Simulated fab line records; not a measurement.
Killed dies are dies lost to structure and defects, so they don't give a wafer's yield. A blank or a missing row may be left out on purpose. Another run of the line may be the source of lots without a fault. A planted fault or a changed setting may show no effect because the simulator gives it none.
Comparing a struck lot with a sound one || flow n5-finfet || 22 out of 1938 route steps
Sound: these wafers, L426.2, L426.3, L426.4. Struck: wafer L434.2. (L434.1, L434.4 of the same lot were not struck and are left out.) The cause comes at the end.
For every step that has rows: the tool of each side, followed by ch and its chambers, followed by its first start. Under that, the readings that differ: sound wafers || struck wafers || difference of the means || sigmas: that difference in standard deviations of wafers without a fault.
alike: words and numbers the same on both sides, and readings whose means are apart by under 2 such deviations; not compared: readings that were withheld, readings missing a value for some wafer, numbers with overlapping values and no deviation given by the record, and bounds like >300 which may hide the same value.
Wherever a step has rows on one side only, a row that says differs or no value, or a row with sigmas, the two part there. Numbers that have no deviation but don't overlap get no sigmas and don't part them. A reading missing from all wafers of one side parts the sides only when that side holds two or more wafers.

first, 9 steps without rows for these wafers: N5_BEOL_M6_EXPOSE_08 (exposes mask M6); N5_BEOL_M6_PEB_09 (peb time 60 s); N5_BEOL_M6_DEVELOP_10 (develop time 30 s); N5_BEOL_M6_DESCUM_16 (chemistry O2, time 7.9 s); N5_BEOL_M6_ETCH_61 (etches SiARC in CF4, target depth 45.5 nm, time 75.8 s); N5_BEOL_M6_ETCH_62 (etches SOC in N2/H2, target depth 110 nm, overetch 22 nm, time 165 s); N5_BEOL_M6_STRIP_68 (strips in N2/H2); N5_BEOL_M6_STRIP_67 (strips in CF4); N5_BEOL_M6_HM_OPEN_17 (chemistry Cl2/BCl3, target TiN, target depth 20 nm, overetch 6 nm).
N5_BEOL_M6_STRIP_19: strips in O2.
  sound on rie-diel-02 ch 1,3, day 11 13:26; struck on rie-diel-02 ch 2, day 13 17:13
  alike: drypump-motor-current-A, oes-product-au, rf-vpp-V, showerhead-plenum-p-Torr, throttle-valve-pct
  not compared: rf-hours-counter-h
then, 9 steps without rows for these wafers: N5_BEOL_M6_COAT_63 (time 60 s, resist thk 60 nm); N5_BEOL_M6_COAT_64 (time 60 s, resist thk 12 nm); N5_BEOL_M6_COAT_71 (time 60 s, resist thk 5 nm); N5_BEOL_M6_COAT_22 (resist thk 30 nm); N5_BEOL_M6_EBR_24; N5_BEOL_M6_SOFTBAKE_23 (time 60 s); N5_BEOL_M6_EXPOSE_25 (exposes mask V5, target cd 40 nm); N5_BEOL_M6_PEB_26 (peb time 60 s); N5_BEOL_M6_DEVELOP_27 (develop time 30 s).
N5_BEOL_M6_INSPECT_30: inspects for defects (brightfield).
  sound on defect-inspect-01 at day 11 13:54; struck on defect-inspect-01 at day 13 22:10
{"reading": "raw-defect-count", "sound": "369 475 651", "struck": 1506, "difference": "+1008", "sigmas": "+10"}
then, 1 step without rows for these wafers: N5_BEOL_M6_DESCUM_33 (chemistry O2, time 7 s).
-- record jumps: 4 days separate the struck wafers' starts on either side; left off in module BEOL_M6, taken up again in module PASSIVATION, whose first shown step is the route's number 1936 --
N5_PASSIVATION_PROBE_49:
  only the struck wafers here have rows in the record (prober-01, day 17 13:58); the sound ones have none

WHERE THEY PART
First at N5_BEOL_M6_INSPECT_30; last, within this record, at N5_PASSIVATION_PROBE_49.

WHY: what had been put in by the simulator
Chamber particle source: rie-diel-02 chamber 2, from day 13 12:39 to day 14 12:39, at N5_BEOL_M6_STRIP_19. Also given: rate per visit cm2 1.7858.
